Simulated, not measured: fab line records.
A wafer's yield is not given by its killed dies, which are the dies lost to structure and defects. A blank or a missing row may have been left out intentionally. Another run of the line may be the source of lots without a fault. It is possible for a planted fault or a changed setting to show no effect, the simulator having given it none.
The tool behind it: which one? / flow n5-finfet / 8 lots, 24 wafers sampled, at 6 steps of a route of 1938

WHAT EACH GAUGE READ, for each wafer
N5_SD_EPI_P_INSPECT_26: inspects for defects (darkfield). Usual: raw-defect-count at 186, with a standard deviation of 37.
lot=L523; measured=day 4 21:36; on=defect-inspect-01; raw-defect-count=153 194 626; flag=OFF
lot=L530; measured=day 6 15:58; on=defect-inspect-01; raw-defect-count=205 218 207; flag=
lot=L533; measured=day 7 14:11; on=defect-inspect-01; raw-defect-count=149 168 205; flag=
lot=L534; measured=day 7 16:17; on=defect-inspect-01; raw-defect-count=174 203 142; flag=
lot=L536; measured=day 8 05:57; on=defect-inspect-01; raw-defect-count=173 156 164; flag=
lot=L538; measured=day 8 14:33; on=defect-inspect-01; raw-defect-count=195 265 179; flag=
lot=L539; measured=day 8 23:04; on=defect-inspect-01; raw-defect-count=218 251 252; flag=
lot=L540; measured=day 9 03:21; on=defect-inspect-02; raw-defect-count=213 197 175; flag=

N5_BEOL_M4_RC_MEAS_101. Usual: DIBL_N 35.3 mV/V, standard deviation 1.8; DIBL_P 35.2 mV/V, standard deviation 2.2; IOFF_N 0.144 nA/um, standard deviation 0.029; IOFF_P 0.19 nA/um, standard deviation 0.031; ION_N 670 uA/um, standard deviation 12; ION_P 460 uA/um, standard deviation 7.6; SS_N 71.2 mV/dec, standard deviation 0.62; SS_P 73.0 mV/dec, standard deviation 0.69; VT_N 251 mV, standard deviation 3.4; VT_P -251.4 mV, standard deviation 2.6.
lot=L523; measured=day 10 20:47; on=prober-01; DIBL_N (mV/V)=36.7 29.2 34.0; DIBL_P (mV/V)=36.9 27.8 34.2; IOFF_N (nA/um)=0.172 0.072 0.124; IOFF_P (nA/um)=0.21 0.10 0.16; ION_N (uA/um)=675 628 651; ION_P (uA/um)=459 436 449; SS_N (mV/dec)=72.3 69.8 71.8; SS_P (mV/dec)=73.8 72.0 73.0; VT_N (mV)=249 263 255; VT_P (mV)=-252.4 -260.2 -253.9; flag=
lot=L530; measured=day 11 07:22; on=prober-01; DIBL_N (mV/V)=34.3 36.0 36.5; DIBL_P (mV/V)=33.8 36.2 36.8; IOFF_N (nA/um)=0.124 0.150 0.172; IOFF_P (nA/um)=0.18 0.21 0.24; ION_N (uA/um)=679 687 688; ION_P (uA/um)=469 471 470; SS_N (mV/dec)=71.9 72.0 71.8; SS_P (mV/dec)=72.3 72.4 73.6; VT_N (mV)=254 249 247; VT_P (mV)=-251.6 -249.7 -248.1; flag=
lot=L533; measured=day 14 03:11; on=prober-02; DIBL_N (mV/V)=35.6 34.3 36.8; DIBL_P (mV/V)=36.8 33.9 37.6; IOFF_N (nA/um)=0.138 0.111 0.154; IOFF_P (nA/um)=0.20 0.16 0.21; ION_N (uA/um)=676 669 672; ION_P (uA/um)=467 466 458; SS_N (mV/dec)=71.4 71.0 71.3; SS_P (mV/dec)=73.2 72.4 73.4; VT_N (mV)=252 255 252; VT_P (mV)=-252.4 -254.0 -252.4; flag=
lot=L534; measured=day 12 17:07; on=prober-01; DIBL_N (mV/V)=35.2 33.5 33.7; DIBL_P (mV/V)=37.0 35.2 36.4; IOFF_N (nA/um)=0.166 0.137 0.148; IOFF_P (nA/um)=0.22 0.18 0.20; ION_N (uA/um)=679 678 678; ION_P (uA/um)=457 461 467; SS_N (mV/dec)=72.0 70.9 70.8; SS_P (mV/dec)=74.0 72.5 73.4; VT_N (mV)=247 252 249; VT_P (mV)=-252.0 -254.6 -253.4; flag=
lot=L536; measured=day 14 03:51; on=prober-01; DIBL_N (mV/V)=35.2 36.2 37.1; DIBL_P (mV/V)=35.2 36.5 38.4; IOFF_N (nA/um)=0.151 0.167 0.194; IOFF_P (nA/um)=0.20 0.22 0.26; ION_N (uA/um)=655 669 677; ION_P (uA/um)=453 463 463; SS_N (mV/dec)=72.2 72.6 71.3; SS_P (mV/dec)=73.2 73.1 73.8; VT_N (mV)=251 248 246; VT_P (mV)=-252.5 -248.8 -247.0; flag=
lot=L538; measured=day 14 06:23; on=prober-02; DIBL_N (mV/V)=38.2 36.5 33.5; DIBL_P (mV/V)=38.3 36.2 32.3; IOFF_N (nA/um)=0.193 0.149 0.112; IOFF_P (nA/um)=0.24 0.22 0.16; ION_N (uA/um)=678 677 671; ION_P (uA/um)=463 461 467; SS_N (mV/dec)=72.3 71.6 71.1; SS_P (mV/dec)=73.8 72.4 71.8; VT_N (mV)=246 252 251; VT_P (mV)=-248.2 -249.9 -253.5; flag=
lot=L539; measured=day 14 12:19; on=prober-01; DIBL_N (mV/V)=35.8 37.0 33.9; DIBL_P (mV/V)=35.3 37.5 33.2; IOFF_N (nA/um)=0.138 0.159 0.114; IOFF_P (nA/um)=0.20 0.23 0.16; ION_N (uA/um)=668 661 651; ION_P (uA/um)=456 460 450; SS_N (mV/dec)=71.2 71.6 70.2; SS_P (mV/dec)=73.1 72.8 72.4; VT_N (mV)=250 250 254; VT_P (mV)=-249.3 -248.0 -253.4; flag=
lot=L540; measured=day 15 05:55; on=prober-01; DIBL_N (mV/V)=35.6 40.4 37.9; DIBL_P (mV/V)=34.8 40.9 37.7; IOFF_N (nA/um)=0.137 0.234 0.171; IOFF_P (nA/um)=0.18 0.28 0.23; ION_N (uA/um)=667 680 670; ION_P (uA/um)=456 461 460; SS_N (mV/dec)=71.4 73.2 72.4; SS_P (mV/dec)=73.4 74.8 74.4; VT_N (mV)=254 244 247; VT_P (mV)=-254.8 -247.3 -250.3; flag=

WHICH TOOL RAN EACH LOT (tool, then ch and the chambers of the sampled wafers, then the start)
lot=L523; N5_SD_EPI_P_ETCH_47=rie-diel-01 ch 0,1,3, day 4 18:23; N5_SD_EPI_P_ETCH_16=rie-diel-01 ch 0,1,3, day 4 18:29; N5_SD_EPI_P_SD_RECESS_17=rie-si-01 ch 0,1, day 4 18:34; N5_ILD0_LINER_00=ald-sin-01 ch 1,2, day 4 22:55
lot=L530; N5_SD_EPI_P_ETCH_47=rie-diel-06 ch 0,2,3, day 6 11:53; N5_SD_EPI_P_ETCH_16=rie-diel-06 ch 0,2,3, day 6 11:59; N5_SD_EPI_P_SD_RECESS_17=rie-si-02 ch 2,3, day 6 12:04; N5_ILD0_LINER_00=ald-sin-04 ch 0,1, day 6 17:02
lot=L533; N5_SD_EPI_P_ETCH_47=rie-diel-01 ch 2,3, day 7 10:09; N5_SD_EPI_P_ETCH_16=rie-diel-01 ch 2,3, day 7 10:15; N5_SD_EPI_P_SD_RECESS_17=rie-si-04 ch 0,2,3, day 7 10:19; N5_ILD0_LINER_00=ald-sin-03 ch 0,1,3, day 7 14:59
lot=L534; N5_SD_EPI_P_ETCH_47=rie-diel-01 ch 1,2,3, day 7 12:58; N5_SD_EPI_P_ETCH_16=rie-diel-01 ch 1,2,3, day 7 13:04; N5_SD_EPI_P_SD_RECESS_17=rie-si-04 ch 1,2,3, day 7 13:08; N5_ILD0_LINER_00=ald-sin-03 ch 0,2, day 7 17:05
lot=L536; N5_SD_EPI_P_ETCH_47=rie-diel-01 ch 0,1,2, day 8 02:44; N5_SD_EPI_P_ETCH_16=rie-diel-01 ch 0,1,2, day 8 02:50; N5_SD_EPI_P_SD_RECESS_17=rie-si-02 ch 0,1,2, day 8 02:55; N5_ILD0_LINER_00=ald-sin-03 ch 0,1,2, day 8 06:45
lot=L538; N5_SD_EPI_P_ETCH_47=rie-diel-01 ch 0,3, day 8 11:20; N5_SD_EPI_P_ETCH_16=rie-diel-01 ch 0,3, day 8 11:26; N5_SD_EPI_P_SD_RECESS_17=rie-si-01 ch 1,2,3, day 8 11:31; N5_ILD0_LINER_00=ald-sin-04 ch 0,2, day 8 15:22
lot=L539; N5_SD_EPI_P_ETCH_47=rie-diel-01 ch 1,2,3, day 8 19:01; N5_SD_EPI_P_ETCH_16=rie-diel-01 ch 1,2,3, day 8 19:07; N5_SD_EPI_P_SD_RECESS_17=rie-si-01 ch 0,1,2, day 8 19:11; N5_ILD0_LINER_00=ald-sin-01 ch 0,2,3, day 8 23:51
lot=L540; N5_SD_EPI_P_ETCH_47=rie-diel-01 ch 0,3, day 9 00:08; N5_SD_EPI_P_ETCH_16=rie-diel-01 ch 0,3, day 9 00:14; N5_SD_EPI_P_SD_RECESS_17=rie-si-04 ch 2,3, day 9 00:18; N5_ILD0_LINER_00=ald-sin-01 ch 1,2,3, day 9 04:16
- N5_SD_EPI_P_ETCH_47: etches SiOCN in CH3F/O2, target depth 25 nm.
- N5_SD_EPI_P_ETCH_16: etches SiO2 in CHF3/O2, target depth 5 nm.
- N5_SD_EPI_P_SD_RECESS_17: chemistry HBr/Cl2/O2, target depth 39.1 nm, bt time 3 s.
- N5_ILD0_LINER_00: material SiNx, target thk 4 nm, pulse time 1 s, purge time 2 s.

AS READ BY THE TOOLS THEMSELVES (means over the sampled wafers that have a number; for cases with no such wafer, the mark the record gives instead)
N5_SD_EPI_P_ETCH_47. Usual: CH3F_flow_sccm 30.01 sccm, standard deviation 0.093; drypump-motor-current-A 5.80 A, standard deviation 0.27; oes-product-au 0.80 a.u., standard deviation 0.1; rf-vpp-V 127.4 V, standard deviation 1.9; showerhead-plenum-p-Torr 2.02 Torr, standard deviation 0.058; throttle-valve-pct 16.35 %, standard deviation 0.28.
lot=L523; tool=rie-diel-01; CH3F_flow_sccm (sccm)=30.04; drypump-motor-current-A (A)=5.82; oes-product-au (a.u.)=0.82; rf-vpp-V (V)=126.4; showerhead-plenum-p-Torr (Torr)=2.04; throttle-valve-pct (%)=16.27; flag=
lot=L530; tool=rie-diel-06; CH3F_flow_sccm (sccm)=29.98; drypump-motor-current-A (A)=5.91; oes-product-au (a.u.)=0.79; rf-vpp-V (V)=126.3; showerhead-plenum-p-Torr (Torr)=1.98; throttle-valve-pct (%)=16.42; flag=
lot=L533; tool=rie-diel-01; CH3F_flow_sccm (sccm)=29.94; drypump-motor-current-A (A)=5.58; oes-product-au (a.u.)=0.79; rf-vpp-V (V)=128.1; showerhead-plenum-p-Torr (Torr)=1.98; throttle-valve-pct (%)=16.18; flag=
lot=L534; tool=rie-diel-01; CH3F_flow_sccm (sccm)=30.02; drypump-motor-current-A (A)=5.82; oes-product-au (a.u.)=0.80; rf-vpp-V (V)=128.1; showerhead-plenum-p-Torr (Torr)=2.01; throttle-valve-pct (%)=16.38; flag=
lot=L536; tool=rie-diel-01; CH3F_flow_sccm (sccm)=29.98; drypump-motor-current-A (A)=5.83; oes-product-au (a.u.)=0.85; rf-vpp-V (V)=127.1; showerhead-plenum-p-Torr (Torr)=2.02; throttle-valve-pct (%)=16.32; flag=
lot=L538; tool=rie-diel-01; CH3F_flow_sccm (sccm)=29.98; drypump-motor-current-A (A)=5.60; oes-product-au (a.u.)=0.78; rf-vpp-V (V)=126.6; showerhead-plenum-p-Torr (Torr)=2.00; throttle-valve-pct (%)=16.12; flag=
lot=L539; tool=rie-diel-01; CH3F_flow_sccm (sccm)=30.03; drypump-motor-current-A (A)=5.81; oes-product-au (a.u.)=0.79; rf-vpp-V (V)=127.1; showerhead-plenum-p-Torr (Torr)=2.01; throttle-valve-pct (%)=16.40; flag=
lot=L540; tool=rie-diel-01; CH3F_flow_sccm (sccm)=30.08; drypump-motor-current-A (A)=5.58; oes-product-au (a.u.)=0.77; rf-vpp-V (V)=126.2; showerhead-plenum-p-Torr (Torr)=2.00; throttle-valve-pct (%)=16.14; flag=

N5_SD_EPI_P_ETCH_16. Usual: drypump-motor-current-A 5.80 A, standard deviation 0.27; oes-product-au 0.80 a.u., standard deviation 0.1; rf-vpp-V 523 V, standard deviation 7.4; showerhead-plenum-p-Torr 2.43 Torr, standard deviation 0.069; throttle-valve-pct 18.92 %, standard deviation 0.28.
lot=L523; tool=rie-diel-01; drypump-motor-current-A (A)=5.83; oes-product-au (a.u.)=0.82; rf-vpp-V (V)=519; showerhead-plenum-p-Torr (Torr)=2.46; throttle-valve-pct (%)=18.86; flag=
lot=L530; tool=rie-diel-06; drypump-motor-current-A (A)=5.91; oes-product-au (a.u.)=0.79; rf-vpp-V (V)=516; showerhead-plenum-p-Torr (Torr)=2.38; throttle-valve-pct (%)=18.98; flag=
lot=L533; tool=rie-diel-01; drypump-motor-current-A (A)=5.57; oes-product-au (a.u.)=0.79; rf-vpp-V (V)=525; showerhead-plenum-p-Torr (Torr)=2.38; throttle-valve-pct (%)=18.74; flag=
lot=L534; tool=rie-diel-01; drypump-motor-current-A (A)=5.81; oes-product-au (a.u.)=0.80; rf-vpp-V (V)=524; showerhead-plenum-p-Torr (Torr)=2.42; throttle-valve-pct (%)=18.96; flag=
lot=L536; tool=rie-diel-01; drypump-motor-current-A (A)=5.82; oes-product-au (a.u.)=0.85; rf-vpp-V (V)=523; showerhead-plenum-p-Torr (Torr)=2.43; throttle-valve-pct (%)=18.92; flag=
lot=L538; tool=rie-diel-01; drypump-motor-current-A (A)=5.60; oes-product-au (a.u.)=0.77; rf-vpp-V (V)=520; showerhead-plenum-p-Torr (Torr)=2.42; throttle-valve-pct (%)=18.69; flag=
lot=L539; tool=rie-diel-01; drypump-motor-current-A (A)=5.78; oes-product-au (a.u.)=0.78; rf-vpp-V (V)=525; showerhead-plenum-p-Torr (Torr)=2.42; throttle-valve-pct (%)=18.98; flag=
lot=L540; tool=rie-diel-01; drypump-motor-current-A (A)=5.61; oes-product-au (a.u.)=0.77; rf-vpp-V (V)=519; showerhead-plenum-p-Torr (Torr)=2.42; throttle-valve-pct (%)=18.69; flag=

N5_SD_EPI_P_SD_RECESS_17. Usual: drypump-motor-current-A 5.5 A, standard deviation 0.4; oes-product-au 0.999 a.u., standard deviation 0.017; throttle-valve-pct 37.15 %, standard deviation 0.23.
lot=L523; tool=rie-si-01; drypump-motor-current-A (A)=5.4; oes-product-au (a.u.)=0.997; throttle-valve-pct (%)=37.02; flag=
lot=L530; tool=rie-si-02; drypump-motor-current-A (A)=5.7; oes-product-au (a.u.)=1.008; throttle-valve-pct (%)=37.36; flag=
lot=L533; tool=rie-si-04; drypump-motor-current-A (A)=5.2; oes-product-au (a.u.)=0.997; throttle-valve-pct (%)=37.27; flag=
lot=L534; tool=rie-si-04; drypump-motor-current-A (A)=5.7; oes-product-au (a.u.)=1.000; throttle-valve-pct (%)=37.15; flag=
lot=L536; tool=rie-si-02; drypump-motor-current-A (A)=5.6; oes-product-au (a.u.)=1.011; throttle-valve-pct (%)=37.32; flag=
lot=L538; tool=rie-si-01; drypump-motor-current-A (A)=5.7; oes-product-au (a.u.)=0.998; throttle-valve-pct (%)=37.08; flag=
lot=L539; tool=rie-si-01; drypump-motor-current-A (A)=5.4; oes-product-au (a.u.)=0.993; throttle-valve-pct (%)=36.98; flag=
lot=L540; tool=rie-si-04; drypump-motor-current-A (A)=5.5; oes-product-au (a.u.)=1.010; throttle-valve-pct (%)=37.32; flag=

N5_ILD0_LINER_00. Usual: heater-power-w 888 W, standard deviation 63; precursor-pulse-height-rel 1.001, standard deviation 0.019.
lot=L523; tool=ald-sin-01; heater-power-w (W)=842; precursor-pulse-height-rel=0.997; flag=
lot=L530; tool=ald-sin-04; heater-power-w (W)=905; precursor-pulse-height-rel=0.995; flag=
lot=L533; tool=ald-sin-03; heater-power-w (W)=895; precursor-pulse-height-rel=1.014; flag=
lot=L534; tool=ald-sin-03; heater-power-w (W)=921; precursor-pulse-height-rel=1.012; flag=
lot=L536; tool=ald-sin-03; heater-power-w (W)=901; precursor-pulse-height-rel=1.001; flag=
lot=L538; tool=ald-sin-04; heater-power-w (W)=929; precursor-pulse-height-rel=1.002; flag=
lot=L539; tool=ald-sin-01; heater-power-w (W)=787; precursor-pulse-height-rel=1.008; flag=
lot=L540; tool=ald-sin-01; heater-power-w (W)=812; precursor-pulse-height-rel=0.993; flag=

THE ANSWER, worked out from the rows above alone
Rule: a lot is off if the mean of its wafers that have a number lies more than 3 standard deviations from the usual mean. Also off: a lot with no number at a reading for which 4 or more lots have one. Any other lot the step has rows for is counted as sound. After the gauges, taken in route order, come the tools' own readings; for these a lot's mean is taken, as printed above. At the first step where some lot is off, the reading lying furthest off is the one used; lots without a number count as furthest.
Off, at N5_SD_EPI_P_INSPECT_26 on raw-defect-count: L523.
A tool fits if, at a process step before that reading, it ran every lot that is off, and no sound lot after the first of them. Gauges at N5_SD_EPI_P_INSPECT_26: tried the same way as those tools. None of those tried fits.

WHAT THE SIMULATOR HAD INSERTED
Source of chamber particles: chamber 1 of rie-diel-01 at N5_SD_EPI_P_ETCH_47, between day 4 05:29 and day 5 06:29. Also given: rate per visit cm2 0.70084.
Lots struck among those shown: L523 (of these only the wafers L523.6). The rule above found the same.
